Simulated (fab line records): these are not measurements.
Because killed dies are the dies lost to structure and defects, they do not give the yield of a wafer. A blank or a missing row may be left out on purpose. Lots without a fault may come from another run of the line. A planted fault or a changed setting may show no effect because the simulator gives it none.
Split-lot experiment ; flow n5Finfet ; 7 lots, 21 wafers read, on a route of 1938 steps

## SPLIT DETAILS
At N5_BEOL_M5_TRENCH_ETCH_37 (etches SiCOH lowk in C4F6/O2, target depth 71.652 nm, time 24.7 s), the setting sourceW was moved away from the recipe's 345 W on 8 of the 21 wafers read, by -14.0% to +14.8%. For the rest of the wafers, this setting stayed at what the recipe calls for.

The split's own step is where the reading is taken.

## THE READING
rfVppV, in V, at N5_BEOL_M5_TRENCH_ETCH_37 (etches SiCOH lowk in C4F6/O2, target depth 71.652 nm, time 24.7 s). Fault-free wafers of this fab line usually give 664 V, standard deviation 5.7 V.

wafer;tool, chamber at the split;sourceW as run, W;against the recipe;rfVppV, V;against lot-mates on the recipe
L074.3;rieDiel-05, 0;345;recipe;665;-
L074.4;rieDiel-05, 2;345;recipe;664;-
L074.5;rieDiel-05, 1;345;recipe;654;-
L075.1;rieDiel-06, 3;369.4;+7.1%;650;-18
L075.2;rieDiel-06, 2;369.4;+7.1%;633;-35
L075.3;rieDiel-06, 1;345;recipe;668;-
L082.2;rieDiel-05, 1;296.6;-14.0%;706;+43
L082.4;rieDiel-05, 0;296.6;-14.0%;718;+55
L082.6;rieDiel-05, 2;345;recipe;663;-
L089.1;rieDiel-06, 2;345;recipe;655;-
L089.3;rieDiel-06, 3;345;recipe;673;-
L089.4;rieDiel-06, 0;345;recipe;662;-
L094.2;rieDiel-02, 2;345;recipe;661;-
L094.3;rieDiel-02, 3;345;recipe;673;-
L094.4;rieDiel-02, 0;345;recipe;663;-
L093.3;rieDiel-06, 2;326.3;-5.4%;674;+12
L093.4;rieDiel-06, 0;345;recipe;662;-
L093.6;rieDiel-06, 0;326.3;-5.4%;681;+19
L096.2;rieDiel-02, 3;396.2;+14.8%;627;-35
L096.4;rieDiel-02, 0;396.2;+14.8%;618;-44
L096.5;rieDiel-02, 2;345;recipe;662;-

FIT RESULTS
A straight line over all 21 wafers: rfVppV changes by -3.07 V for each +1% of sourceW; r = -0.96; the points scatter about the line by 6.4 V.
The same after taking each lot's own level away (the mean of its wafers on the recipe; 21 wafers): -3.12 V for each +1%; r = -0.96; scatter 6.4 V.
That fit puts the effect of the largest move of sourceW on the reading at 46 V.
Across the lots, their own levels run from 661.0 to 668.0 V, a range of 1.2 times the standard deviation given above.
Hence the lot-to-lot level has little effect on the slope; both slopes agree.
Check: for one of the wafers moved furthest among these (+14.8%), held out of the fit, the line's prediction against its lot-mates is -49.4 V. It came out at -35 V against them.
Tool readings at the split's step, against how far the setting was moved: rfVppV r = -0.96.

## ADDITIONAL SPLITS CARRIED BY THESE WAFERS
Other splits were also applied to these wafers ahead of the reading. Each is held against what the fit with the lots' levels taken away leaves over:
other split on the same wafers;wafers away from the commonest value;r with rfVppV (lot level and that fit taken away)
N5_BEOL_M5_COAT_71 spinRpm;6;+0.07

## THE FILE'S OWN FIT
rfVppV changes by -3.13 V for each +1% of sourceW, r = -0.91.
